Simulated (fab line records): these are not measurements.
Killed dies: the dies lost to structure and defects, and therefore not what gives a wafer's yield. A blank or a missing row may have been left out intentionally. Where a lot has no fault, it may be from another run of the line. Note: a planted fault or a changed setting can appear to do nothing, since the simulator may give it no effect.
Matching of chambers -- flow n5Finfet -- 3 sister chambers for N5_BEOL_M6_CURE_75 on uvCure-02
The step cures SiCOH lowk, time 120 s. 6 wafers are shown with their chamber, then 10 later ones without.

== WAFERS WITH THEIR CHAMBER ==
wafer,chamber,wafer_temp_C_max,lampPowerPct (%)
L087.4,1,371.3,52.27
L087.6,1,372.0,52.23
L090.2,2,371.7,52.25
L090.6,2,371.3,52.37
L092.1,0,372.1,52.23
L092.2,0,372.1,52.38

== WAFERS MISSING THEIR CHAMBER ==
wafer,wafer_temp_C_max,lampPowerPct (%)
L092.4,371.6,52.35
L093.1,371.4,52.28
L093.3,371.3,52.28
L093.4,371.2,52.29
L094.1,371.0,52.25
L094.3,371.0,52.32
L094.6,371.4,52.34
L096.1,371.5,52.34
L096.4,371.6,52.32
L096.5,371.8,52.35

== WHICH CHAMBER EACH ONE RAN IN ==
wafer,from the rows above,in truth
L092.4,can't be placed: 2 or 1 or 0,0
L093.1,can't be placed: 2 or 1 or 0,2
L093.3,can't be placed: 2 or 1 or 0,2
L093.4,can't be placed: 2 or 1 or 0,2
L094.1,can't be placed: 2 or 1 or 0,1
L094.3,can't be placed: 2 or 1 or 0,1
L094.6,can't be placed: 2 or 1 or 0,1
L096.1,can't be placed: 2 or 1 or 0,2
L096.4,can't be placed: 2 or 1 or 0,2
L096.5,can't be placed: 2 or 0 or 1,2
Placed correctly: 0 of 10. Cannot be placed on the basis of these rows: 10; the candidates contain the true chamber in 10. 0 placed wrongly.
How it was worked out, from the rows above alone: a wafer's distance from a chamber is the root of the sum, over the readings, of the square of ((its reading less the chamber's mean) divided by the reading's scatter). If the next closest chamber is less than 2 further off than the closest, the wafer can't be placed; otherwise it belongs to the closest. Each chamber's mean is taken over the wafers shown for it. The scatter: the root of (the sum of the squares of (reading less its chamber's mean) over the shown wafers, divided by (wafers less chambers)).
